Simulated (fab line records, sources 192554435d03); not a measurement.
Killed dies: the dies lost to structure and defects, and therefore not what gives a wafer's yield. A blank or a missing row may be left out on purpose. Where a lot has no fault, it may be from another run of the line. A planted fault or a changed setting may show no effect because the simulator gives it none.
Matching of chambers / flow n5-finfet / N5_BEOL_M0_SAQP_PECVD_97 on pecvd-04: 3 sister chambers
The step deposits SiNx from SiH4/NH3/N2, target thk 23 nm, time 19.9 s. 6 wafers are shown with their chamber, then 8 later ones without.

== WAFERS WITH THEIR CHAMBER ==
wafer=L078.6; chamber=2; throttle-valve-pct (%)=38.1; showerhead-plenum-p-Torr (Torr)=5.15
wafer=L083.5; chamber=2; throttle-valve-pct (%)=38.3; showerhead-plenum-p-Torr (Torr)=5.14
wafer=L084.1; chamber=0; throttle-valve-pct (%)=36.8; showerhead-plenum-p-Torr (Torr)=5.13
wafer=L084.2; chamber=1; throttle-valve-pct (%)=42.1; showerhead-plenum-p-Torr (Torr)=5.20
wafer=L084.4; chamber=0; throttle-valve-pct (%)=37.2; showerhead-plenum-p-Torr (Torr)=5.11
wafer=L088.2; chamber=1; throttle-valve-pct (%)=42.1; showerhead-plenum-p-Torr (Torr)=5.20

== WAFERS WHOSE CHAMBER IS MISSING ==
wafer=L088.5; throttle-valve-pct (%)=37.1; showerhead-plenum-p-Torr (Torr)=5.11
wafer=L088.6; throttle-valve-pct (%)=41.9; showerhead-plenum-p-Torr (Torr)=5.20
wafer=L095.1; throttle-valve-pct (%)=36.3; showerhead-plenum-p-Torr (Torr)=5.14
wafer=L095.2; throttle-valve-pct (%)=41.8; showerhead-plenum-p-Torr (Torr)=5.20
wafer=L095.4; throttle-valve-pct (%)=37.2; showerhead-plenum-p-Torr (Torr)=5.13
wafer=L097.1; throttle-valve-pct (%)=42.0; showerhead-plenum-p-Torr (Torr)=5.21
wafer=L097.3; throttle-valve-pct (%)=36.6; showerhead-plenum-p-Torr (Torr)=5.14
wafer=L097.5; throttle-valve-pct (%)=41.7; showerhead-plenum-p-Torr (Torr)=5.20

== THE CHAMBER EACH PASSED THROUGH ==
wafer=L088.5; from the rows above=0; in truth=0
wafer=L088.6; from the rows above=1; in truth=1
wafer=L095.1; from the rows above=0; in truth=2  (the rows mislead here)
wafer=L095.2; from the rows above=1; in truth=1
wafer=L095.4; from the rows above=0; in truth=0
wafer=L097.1; from the rows above=1; in truth=1
wafer=L097.3; from the rows above=0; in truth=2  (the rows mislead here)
wafer=L097.5; from the rows above=1; in truth=1
Placed correctly: 6 of 8. Left unplaced by these rows: 0. Wrongly placed: 2.
How it was worked out, from the rows above alone: a wafer's distance from a chamber is the root of the sum, over the readings, of the square of ((its reading less the chamber's mean) divided by the reading's scatter). The wafer belongs to the nearest chamber; if the next one is less than 2 further off, it can't be placed. For every chamber, the mean is computed from those of its wafers that are shown. How the scatter is found: for the shown wafers, subtract from each reading the mean of its chamber, square and add these, divide the total by (wafers less chambers), then take the root.
